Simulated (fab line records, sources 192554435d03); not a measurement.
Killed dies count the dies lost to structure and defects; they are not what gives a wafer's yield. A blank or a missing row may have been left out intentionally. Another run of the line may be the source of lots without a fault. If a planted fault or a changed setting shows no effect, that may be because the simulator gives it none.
Which tool was responsible? + flow n5_finfet + 10 lots, 26 wafers sampled, at 5 steps of a route of 1938

== WHAT EACH GAUGE READ, for each wafer ==
N5_ZERO_LAYER_CD_MEAS_11 targets a cd of 2000 nm. Usual: cd_nm 1998.7 nm, standard deviation 2.2.
| lot  | measured    | on        | cd_nm (nm)           | flag |
|------|-------------|-----------|----------------------|------|
| L237 | day 1 12:46 | cd_sem-03 | 1996.2 2000.7        |      |
| L238 | day 1 18:38 | cd_sem-02 | 2001.0 2002.9 1999.8 |      |
| L239 | day 2 00:40 | cd_sem-03 | 2000.3 1999.1        |      |
| L246 | day 3 18:40 | cd_sem-01 | 1999.0 1998.2 1996.6 |      |
| L248 | day 4 06:38 | cd_sem-02 | 1999.6 1999.7 1997.4 |      |
| L251 | day 5 00:38 | cd_sem-02 | 2002.7 2001.5 1999.7 |      |
| L254 | day 5 18:46 | cd_sem-02 | 1994.4 1996.4 1999.3 |      |
| L257 | day 6 12:46 | cd_sem-02 | 1996.6 1999.9        |      |
| L258 | day 6 18:39 | cd_sem-03 | 1998.8 1996.0        |      |
| L260 | day 7 06:40 | cd_sem-02 | 2001.0 1997.4 2001.1 |      |

N5_BEOL_M4_RC_MEAS_101. Usual: DIBL_N 36.3 mV/V, standard deviation 1.6; DIBL_P 36.2 mV/V, standard deviation 2; IOFF_N 0.160 nA/um, standard deviation 0.028; IOFF_P 0.21 nA/um, standard deviation 0.036; ION_N 677 uA/um, standard deviation 11; ION_P 465 uA/um, standard deviation 6.9; SS_N 71.5 mV/dec, standard deviation 0.55; SS_P 73.3 mV/dec, standard deviation 0.64; VT_N 250 mV, standard deviation 3; VT_P -250 mV, standard deviation 3.5.
| lot  | measured     | on        | DIBL_N (mV/V)  | DIBL_P (mV/V)  | IOFF_N (nA/um)    | IOFF_P (nA/um) | ION_N (uA/um) | ION_P (uA/um) | SS_N (mV/dec)  | SS_P (mV/dec)  | VT_N (mV)   | VT_P (mV)      | flag |
|------|--------------|-----------|----------------|----------------|-------------------|----------------|---------------|---------------|----------------|----------------|-------------|----------------|------|
| L237 | day 7 20:53  | prober-01 | 40.7 39.1      | 40.5 38.7      | 0.246 0.186       | 0.30 0.25      | 688 671       | 472 466       | 71.9 72.2      | 73.7 74.2      | 243 247     | -246 -248      |      |
| L238 | day 8 00:02  | prober-02 | 35.3 36.1 36.5 | 35.1 35.6 36.0 | 0.145 0.159 0.167 | 0.20 0.21 0.22 | 682 679 675   | 464 471 462   | 70.8 70.7 70.7 | 72.4 72.5 72.9 | 250 248 249 | -248 -247 -251 |      |
| L239 | day 8 04:13  | prober-01 | 32.7 35.3      | 32.0 35.6      | 0.112 0.149       | 0.15 0.19      | 668 671       | 454 462       | 70.4 71.5      | 72.0 72.9      | 253 249     | -257 -253      |      |
| L246 | day 10 15:08 | prober-01 | 37.8 38.0 37.6 | 38.9 39.1 38.2 | 0.187 0.190 0.177 | 0.29 0.29 0.27 | 684 688 673   | 478 479 469   | 71.4 72.1 71.1 | 73.6 73.4 73.6 | 246 248 248 | -243 -243 -244 |      |
| L248 | day 10 19:08 | prober-01 | 37.4 38.4 36.8 | 38.2 39.4 37.8 | 0.186 0.207 0.172 | 0.24 0.26 0.22 | 688 691 670   | 468 466 456   | 72.0 71.6 71.4 | 74.0 74.6 74.6 | 246 246 249 | -251 -249 -252 |      |
| L251 | day 11 05:39 | prober-01 | 37.1 36.4 37.3 | 37.1 36.7 37.1 | 0.172 0.171 0.188 | 0.22 0.21 0.21 | 685 678 676   | 467 462 463   | 71.9 72.1 71.7 | 73.7 73.8 73.6 | 251 249 249 | -254 -251 -252 |      |
| L254 | day 12 12:45 | prober-02 | 34.3 33.1 35.6 | 35.0 34.0 37.1 | 0.128 0.112 0.155 | 0.18 0.17 0.21 | 662 660 689   | 465 458 472   | 71.2 71.3 71.4 | 72.5 72.6 73.0 | 253 255 249 | -251 -252 -252 |      |
| L257 | day 13 12:14 | prober-01 | 33.4 32.2      | 31.5 30.3      | 0.118 0.107       | 0.16 0.15      | 669 668       | 455 461       | 71.0 69.9      | 72.4 72.7      | 252 255     | -255 -254      |      |
| L258 | day 13 12:34 | prober-02 | 34.3 34.5      | 34.8 34.4      | 0.135 0.128       | 0.20 0.18      | 665 665       | 463 462       | 71.1 70.9      | 73.0 73.1      | 251 253     | -249 -252      |      |
| L260 | day 13 21:29 | prober-02 | 36.5 35.6 36.0 | 36.4 35.2 35.8 | 0.155 0.144 0.139 | 0.19 0.16 0.17 | 671 678 670   | 453 456 452   | 72.0 71.4 71.6 | 73.5 73.4 73.5 | 250 251 249 | -254 -257 -253 |      |

== EACH LOT AND THE TOOL THAT RAN IT (in order: tool; ch and the chambers of the sampled wafers; start) ==
| lot  | N5_WELL_APT_EXPOSE_05            | N5_PMOS_HMC_CHANNEL_EPI_STRIP_33  | N5_PMOS_HMC_CHANNEL_EPI_ETCH_38 |
|------|----------------------------------|-----------------------------------|---------------------------------|
| L237 | krf_scanner-01 ch 0, day 1 13:31 | rie_diel-05 ch 0,1, day 1 17:26   | rie_si-05 ch 1,2, day 1 17:45   |
| L238 | krf_scanner-02 ch 0, day 1 19:59 | rie_diel-01 ch 1,2,3, day 2 00:03 | rie_si-03 ch 0,2,3, day 2 00:22 |
| L239 | krf_scanner-02 ch 0, day 2 01:35 | rie_diel-04 ch 1,2, day 2 05:17   | rie_si-01 ch 0,3, day 2 05:35   |
| L246 | krf_scanner-02 ch 0, day 3 19:43 | rie_diel-01 ch 0,1,2, day 4 00:02 | rie_si-01 ch 0,1,2, day 4 00:20 |
| L248 | krf_scanner-02 ch 0, day 4 07:31 | rie_diel-01 ch 2,3, day 4 11:13   | rie_si-03 ch 1,2,3, day 4 11:31 |
| L251 | krf_scanner-01 ch 0, day 5 01:23 | rie_diel-05 ch 0,2,3, day 5 05:20 | rie_si-03 ch 0,2,3, day 5 05:39 |
| L254 | krf_scanner-01 ch 0, day 5 19:46 | rie_diel-01 ch 0,1, day 5 23:53   | rie_si-03 ch 0,1,3, day 6 00:13 |
| L257 | krf_scanner-01 ch 0, day 6 13:38 | rie_diel-05 ch 0, day 6 17:29     | rie_si-01 ch 0,2, day 6 17:48   |
| L258 | krf_scanner-01 ch 0, day 6 19:25 | rie_diel-05 ch 1,3, day 6 23:25   | rie_si-01 ch 0,2, day 6 23:44   |
| L260 | krf_scanner-01 ch 0, day 7 07:37 | rie_diel-04 ch 0,1,3, day 7 12:10 | rie_si-03 ch 0,1,3, day 7 12:28 |
- N5_WELL_APT_EXPOSE_05: exposes mask NWELL, defocus 0 nm, target cd 200 nm.
- N5_PMOS_HMC_CHANNEL_EPI_STRIP_33: strips in N2/H2.
- N5_PMOS_HMC_CHANNEL_EPI_ETCH_38: etches SiO2 in CF4, target depth 1.5 nm.

== WHAT THE TOOLS THEMSELVES READ (means of the sampled wafers that have a number; where no wafer has one, the mark that the record gives instead) ==
N5_WELL_APT_EXPOSE_05. Usual: exposure_dose_mJ_cm2 20.279, standard deviation 0.02.
| lot  | tool           | exposure_dose_mJ_cm2 | flag |
|------|----------------|----------------------|------|
| L237 | krf_scanner-01 | 20.281               |      |
| L238 | krf_scanner-02 | 20.292               |      |
| L239 | krf_scanner-02 | 20.301               |      |
| L246 | krf_scanner-02 | 20.633               | OFF  |
| L248 | krf_scanner-02 | 20.542               | OFF  |
| L251 | krf_scanner-01 | 20.240               |      |
| L254 | krf_scanner-01 | 20.279               |      |
| L257 | krf_scanner-01 | 20.246               |      |
| L258 | krf_scanner-01 | 20.296               |      |
| L260 | krf_scanner-01 | 20.285               |      |

N5_PMOS_HMC_CHANNEL_EPI_STRIP_33. Usual: drypump_motor_current_A 5.9 A, standard deviation 0.55; n2_flow_sccm 300.0 sccm, standard deviation 0.86; oes_product_au 0.81 a.u., standard deviation 0.082; rf_vpp_V 54.4 V, standard deviation 1.7; showerhead_plenum_p_Torr 3.41 Torr, standard deviation 0.1; throttle_valve_pct 18.95 %, standard deviation 0.3.
| lot  | tool        | drypump_motor_current_A (A) | n2_flow_sccm (sccm) | oes_product_au (a.u.) | rf_vpp_V (V) | showerhead_plenum_p_Torr (Torr) | throttle_valve_pct (%) | flag |
|------|-------------|-----------------------------|---------------------|-----------------------|--------------|---------------------------------|------------------------|------|
| L237 | rie_diel-05 | 5.8                         | 299.0               | 0.82                  | 53.9         | 3.40                            | 18.89                  |      |
| L238 | rie_diel-01 | 5.3                         | 299.7               | 0.85                  | 54.8         | 3.39                            | 18.91                  |      |
| L239 | rie_diel-04 | 6.0                         | 299.2               | 0.80                  | 52.2         | 3.34                            | 19.23                  |      |
| L246 | rie_diel-01 | 5.8                         | 299.9               | 0.85                  | 54.1         | 3.44                            | 18.73                  |      |
| L248 | rie_diel-01 | 5.3                         | 299.1               | 0.74                  | 53.5         | 3.34                            | 19.06                  |      |
| L251 | rie_diel-05 | 5.7                         | 299.6               | 0.80                  | 53.9         | 3.43                            | 18.98                  |      |
| L254 | rie_diel-01 | 6.4                         | 300.8               | 0.88                  | 54.6         | 3.53                            | 18.66                  |      |
| L257 | rie_diel-05 | 5.7                         | 300.8               | 0.81                  | 54.5         | 3.53                            | 18.69                  |      |
| L258 | rie_diel-05 | 6.0                         | 300.9               | 0.78                  | 55.2         | 3.30                            | 19.29                  |      |
| L260 | rie_diel-04 | 5.9                         | 299.8               | 0.73                  | 54.8         | 3.44                            | 19.22                  |      |

N5_PMOS_HMC_CHANNEL_EPI_ETCH_38. Usual: bias_w 400.1 W, standard deviation 1.3; drypump_motor_current_A 5.5 A, standard deviation 0.35; oes_product_au 1.002 a.u., standard deviation 0.018; throttle_valve_pct 21.87 %, standard deviation 0.21.
| lot  | tool      | bias_w (W) | drypump_motor_current_A (A) | oes_product_au (a.u.) | throttle_valve_pct (%) | flag |
|------|-----------|------------|-----------------------------|-----------------------|------------------------|------|
| L237 | rie_si-05 | 402.5      | 5.7                         | 1.003                 | 21.99                  |      |
| L238 | rie_si-03 | 398.8      | 5.3                         | 1.005                 | 21.83                  |      |
| L239 | rie_si-01 | 398.8      | 5.4                         | 0.990                 | 21.80                  |      |
| L246 | rie_si-01 | 401.7      | 5.8                         | 0.991                 | 21.94                  |      |
| L248 | rie_si-03 | 399.9      | 5.4                         | 1.007                 | 21.95                  |      |
| L251 | rie_si-03 | 400.3      | 5.3                         | 1.008                 | 21.83                  |      |
| L254 | rie_si-03 | 399.9      | 5.3                         | 1.002                 | 21.68                  |      |
| L257 | rie_si-01 | 399.7      | 5.8                         | 0.979                 | 21.96                  |      |
| L258 | rie_si-01 | 400.4      | 5.8                         | 0.994                 | 21.97                  |      |
| L260 | rie_si-03 | 400.2      | 5.3                         | 1.004                 | 21.67                  |      |

== THE ANSWER, worked out from the rows above alone ==
Rule: take the mean of a lot's wafers that have a number; if it is more than 3 standard deviations from the usual mean, the lot is off. A lot without any number at a reading at which 4 lots or more have one is off too. The other lots that the step has rows for count as sound. After the gauges, taken in route order, come the tools' own readings; for these a lot's mean is taken, as printed above. At the first step where some lot is off, the reading lying furthest off is the one used; lots without a number count as furthest.
Off at N5_WELL_APT_EXPOSE_05 (exposure_dose_mJ_cm2): L246, L248.
If a tool, at that step or one of the process steps before it, ran each lot that is off and ran no sound lot following the first of them, it fits. One candidate fits, namely krf_scanner-02 at N5_WELL_APT_EXPOSE_05. Its last sound lot is L239 (day 2 01:35), its first lot that is off L246 (day 3 19:43): a fault that began between those two fits.
The tool's own readings at N5_WELL_APT_EXPOSE_05 bear it out: on the lots that are off they differ by more than 5 times the standard deviation of the sound lots' means. exposure_dose_mJ_cm2 reads 20.587 there against 20.277 on the sound lots.

== WHAT THE SIMULATOR PUT IN ==
Process parameters drifting: krf_scanner-02 at N5_WELL_APT_EXPOSE_05, beginning at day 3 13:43. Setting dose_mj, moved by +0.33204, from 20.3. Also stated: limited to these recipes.
Lots struck among those shown: L246, L248. This agrees with what the rule above found.
